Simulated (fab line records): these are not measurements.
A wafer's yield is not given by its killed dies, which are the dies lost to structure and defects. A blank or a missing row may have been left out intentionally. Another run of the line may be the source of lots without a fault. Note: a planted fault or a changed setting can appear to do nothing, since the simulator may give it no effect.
Which tool was responsible? | flow nand_harc | 36 wafers from 12 lots sampled at 5 of the route's 1159 steps

== WHAT EACH GAUGE READ, for each wafer ==
NHARC_END_SORT_01.
lot  | measured     | on        | killed_at_array | killed_at_other | killed_at_periphery | killed_dies | killed_open | killed_short
L769 | day 20 16:56 | prober-01 | 672 676 670     | 2 1 2           | 3 0 5               | 677 677 677 | 3 1 2       | 3 0 4
L770 | day 20 21:56 | prober-02 | 670 668 667     | 3 2 0           | 4 7 10              | 677 677 677 | 5 2 2       | 1 0 2
L768 | day 21 09:24 | prober-02 | 675 676 676     | 0 0 0           | 2 1 1               | 677 677 677 | 1 4 5       | 2 3 2

== WHICH TOOL RAN EACH LOT (tool, then ch and the chambers of the sampled wafers, then the start) ==
lot  | NHARC_A_CHANNEL_FILL_D1_ALD_02   | NHARC_A_CHANNEL_FILL_D1_ALD_15                 | NHARC_A_CHANNEL_FILL_D1_ETCHBACK_08           | NHARC_A_STAIRCASE_ETCH_169
L763 | ald_hk-02 ch 0,1,2, day 9 05:26  | ald_sin_batch-02 ch 0, day 11 11:26 or earlier | rie_diel-10 ch 0,1,3, day 11 11:26 or earlier | rie_diel-05 ch 0,1,2, day 11 11:26
L765 | ald_hk-03 ch 1,3, day 9 05:32    | ald_sin_batch-02 ch 0, day 11 09:16 or earlier | rie_diel-08 ch 0,1,3, day 11 09:16 or earlier | rie_diel-05 ch 1,3, day 11 09:16
L769 | ald_hk-03 ch 0,1, day 10 08:31   | ald_sin_batch-01 ch 0, day 12 12:13 or earlier | rie_diel-10 ch 0,2, day 12 12:13 or earlier   | rie_diel-04 ch 0,2, day 12 12:13
L770 | ald_hk-02 ch 0,2,3, day 10 09:23 | ald_sin_batch-01 ch 0, day 12 12:25 or earlier | rie_diel-09 ch 1,2,3, day 12 12:25 or earlier | rie_diel-04 ch 0,3, day 12 12:25
L768 | ald_hk-03 ch 1,2,3, day 10 12:42 | ald_sin_batch-01 ch 0, day 12 17:34 or earlier | rie_diel-10 ch 0,2,3, day 12 17:34 or earlier | rie_diel-04 ch 0,1,2, day 12 17:34
L774 | ald_hk-01 ch 0,1,3, day 11 21:47 | ald_sin_batch-01 ch 0, day 13 22:39 or earlier | rie_diel-09 ch 1,2,3, day 13 22:39 or earlier | rie_diel-04 ch 0,1,3, day 13 22:39
L775 | ald_hk-02 ch 0,3, day 11 21:58   | ald_sin_batch-01 ch 0, day 13 23:05 or earlier | rie_diel-10 ch 0,1,2, day 13 23:05 or earlier | rie_diel-04 ch 1,2, day 13 23:05
L777 | ald_hk-03 ch 1,2, day 12 07:26   | ald_sin_batch-01 ch 0, day 14 08:32 or earlier | rie_diel-08 ch 0,1, day 14 08:32 or earlier   | rie_diel-04 ch 1,2, day 14 08:32
L776 | ald_hk-01 ch 0,1,2, day 12 08:27 | ald_sin_batch-01 ch 0, day 14 08:22 or earlier | rie_diel-09 ch 1,2,3, day 14 08:22 or earlier | rie_diel-04 ch 0,1,2, day 14 08:22
L778 | ald_hk-01 ch 0,1,3, day 12 18:49 | ald_sin_batch-02 ch 0, day 14 23:06 or earlier | rie_diel-09 ch 0,2,3, day 14 23:06 or earlier | rie_diel-04 ch 0,1,2, day 14 23:06
L780 | ald_hk-01 ch 2,3, day 13 02:21   | ald_sin_batch-02 ch 0, day 15 03:38 or earlier | rie_diel-09 ch 0,2, day 15 03:38 or earlier   | rie_diel-04 ch 1,2,3, day 15 03:38
L784 | ald_hk-02 ch 1,2,3, day 14 06:14 | ald_sin_batch-01 ch 0, day 16 12:57 or earlier | rie_diel-08 ch 0,1,3, day 16 12:57 or earlier | rie_diel-04 ch 1,2,3, day 16 12:57
- NHARC_A_CHANNEL_FILL_D1_ALD_02: deposits SiO2, target thk 6 nm, pulse time 10 s, ald cycles 60.
- NHARC_A_CHANNEL_FILL_D1_ALD_15: deposits SiNx, target thk 2 nm, pulse time 60 s, ald cycles 19.
- NHARC_A_CHANNEL_FILL_D1_ETCHBACK_08: etches the open film in C4F8, target depth 220 nm, time 110 s.
- NHARC_A_STAIRCASE_ETCH_169: etches the open film in CH3F/O2, target depth 50 nm, time 107.1 s.

== WHAT THE TOOLS THEMSELVES READ (means of the sampled wafers that have a number; where no wafer has one, the mark that the record gives instead) ==
NHARC_A_CHANNEL_FILL_D1_ALD_02.
lot  | tool      | heater_power_w (W) | precursor_pulse_height_rel
L763 | ald_hk-02 | 508                | 1.000
L765 | ald_hk-03 | 461                | 0.982
L769 | ald_hk-03 | 508                | 1.003
L770 | ald_hk-02 | 503                | 1.008
L768 | ald_hk-03 | 475                | 0.987
L774 | ald_hk-01 | 445                | 0.979
L775 | ald_hk-02 | 537                | 1.001
L777 | ald_hk-03 | 470                | 1.015
L776 | ald_hk-01 | 442                | 0.989
L778 | ald_hk-01 | 445                | 0.990
L780 | ald_hk-01 | 465                | 0.984
L784 | ald_hk-02 | 487                | 0.993

NHARC_A_CHANNEL_FILL_D1_ALD_15.
lot  | tool             | chamber_pressure_Torr (Torr) | precursor_pulse_height_rel
L763 | ald_sin_batch-02 | 1.996                        | 1.001
L765 | ald_sin_batch-02 | 2.000                        | 0.998
L769 | ald_sin_batch-01 | 1.998                        | 1.004
L770 | ald_sin_batch-01 | 2.005                        | 0.991
L768 | ald_sin_batch-01 | 2.001                        | 1.000
L774 | ald_sin_batch-01 | 2.006                        | 0.996
L775 | ald_sin_batch-01 | 2.003                        | 0.987
L777 | ald_sin_batch-01 | 2.001                        | 1.010
L776 | ald_sin_batch-01 | 2.001                        | 0.991
L778 | ald_sin_batch-02 | 2.001                        | 1.024
L780 | ald_sin_batch-02 | 2.002                        | 1.004
L784 | ald_sin_batch-01 | 2.004                        | 1.003

NHARC_A_CHANNEL_FILL_D1_ETCHBACK_08.
lot  | tool        | oes_product_au (a.u.) | rf_vpp_V (V)
L763 | rie_diel-10 | 1.01                  | 440.9
L765 | rie_diel-08 | 1.00                  | 440.2
L769 | rie_diel-10 | 0.92                  | 437.3
L770 | rie_diel-09 | 1.00                  | 442.0
L768 | rie_diel-10 | 0.93                  | 440.6
L774 | rie_diel-09 | 0.99                  | 440.9
L775 | rie_diel-10 | 0.92                  | 438.5
L777 | rie_diel-08 | 1.02                  | 440.3
L776 | rie_diel-09 | 0.92                  | 441.8
L778 | rie_diel-09 | 0.93                  | 442.7
L780 | rie_diel-09 | 0.94                  | 444.0
L784 | rie_diel-08 | 1.00                  | 439.1

NHARC_A_STAIRCASE_ETCH_169.
lot  | tool        | bias_w (W) | ch3f_flow_sccm (sccm) | drypump_motor_current_A (A) | o2_flow_sccm (sccm) | oes_product_au (a.u.) | rf_vpp_V (V) | showerhead_plenum_p_Torr (Torr) | throttle_valve_pct (%)
L763 | rie_diel-05 | 100.06     | 49.88                 | 5.9                         | 30.02               | 0.971                 | 246.2        | 2.58                            | 20.662
L765 | rie_diel-05 | 99.72      | 49.89                 | 5.4                         | 30.06               | 0.973                 | 245.0        | 2.53                            | 20.665
L769 | rie_diel-04 | -          | -                     | -                           | -                   | -                     | -            | -                               | -
L770 | rie_diel-04 | -          | -                     | -                           | -                   | -                     | -            | -                               | -
L768 | rie_diel-04 | -          | -                     | -                           | -                   | -                     | -            | -                               | -
L774 | rie_diel-04 | 99.94      | 50.04                 | 6.0                         | 30.06               | 0.956                 | 243.8        | 2.45                            | 20.657
L775 | rie_diel-04 | 100.15     | 49.93                 | 5.9                         | 29.89               | 0.947                 | 243.0        | 2.36                            | 20.670
L777 | rie_diel-04 | 99.73      | 50.03                 | 5.9                         | 29.90               | 0.935                 | 243.3        | 2.40                            | 20.666
L776 | rie_diel-04 | 100.00     | 49.99                 | 6.1                         | 30.03               | 0.954                 | 244.1        | 2.43                            | 20.654
L778 | rie_diel-04 | 100.02     | 50.05                 | 6.0                         | 30.06               | 0.976                 | 244.8        | 2.43                            | 20.661
L780 | rie_diel-04 | 99.88      | 49.91                 | 5.9                         | 29.99               | 0.956                 | 243.5        | 2.41                            | 20.671
L784 | rie_diel-04 | 100.05     | 49.90                 | 5.9                         | 30.04               | 0.950                 | 243.5        | 2.41                            | 20.660

== THE ANSWER, worked out from the rows above alone ==
Rule: what is usual is taken from the lots themselves. The widest of any qualifying gaps counts: lots, ordered by their means at a reading, are off when they make up no more than a third of the lots, leave a main group of 4 or more, and stand apart from it by 3 or more times the standard deviation of that group's means. Not used: any main group whose means are identical at the precision the tables above print for the reading. Also off: a lot with no number at a reading for which 4 or more lots have one. All remaining lots with rows at the step are treated as sound. After the gauges, taken in route order, come the tools' own readings; for these a lot's mean is taken, as printed above. The first step at which some lot is off is used, and at that step the reading that is off furthest; a lot without a number counts as furthest.
Off, at NHARC_A_STAIRCASE_ETCH_169 on bias_w: L769, L770, L768. Without a number there: L769, L770, L768. Main group: mean 99.95 W, sd 0.14.
A tool fits if, at that step or a process step before it, it ran every lot that is off, and no sound lot after the first of them. Because NHARC_A_CHANNEL_FILL_D1_ALD_15 lacks a start for some lots, the hours and order of its lots are taken from NHARC_A_STAIRCASE_ETCH_169. Because NHARC_A_CHANNEL_FILL_D1_ETCHBACK_08 lacks a start for some lots, the hours and order of its lots are taken from NHARC_A_STAIRCASE_ETCH_169. None of those tried fits.

== WHAT THE SIMULATOR PUT IN ==
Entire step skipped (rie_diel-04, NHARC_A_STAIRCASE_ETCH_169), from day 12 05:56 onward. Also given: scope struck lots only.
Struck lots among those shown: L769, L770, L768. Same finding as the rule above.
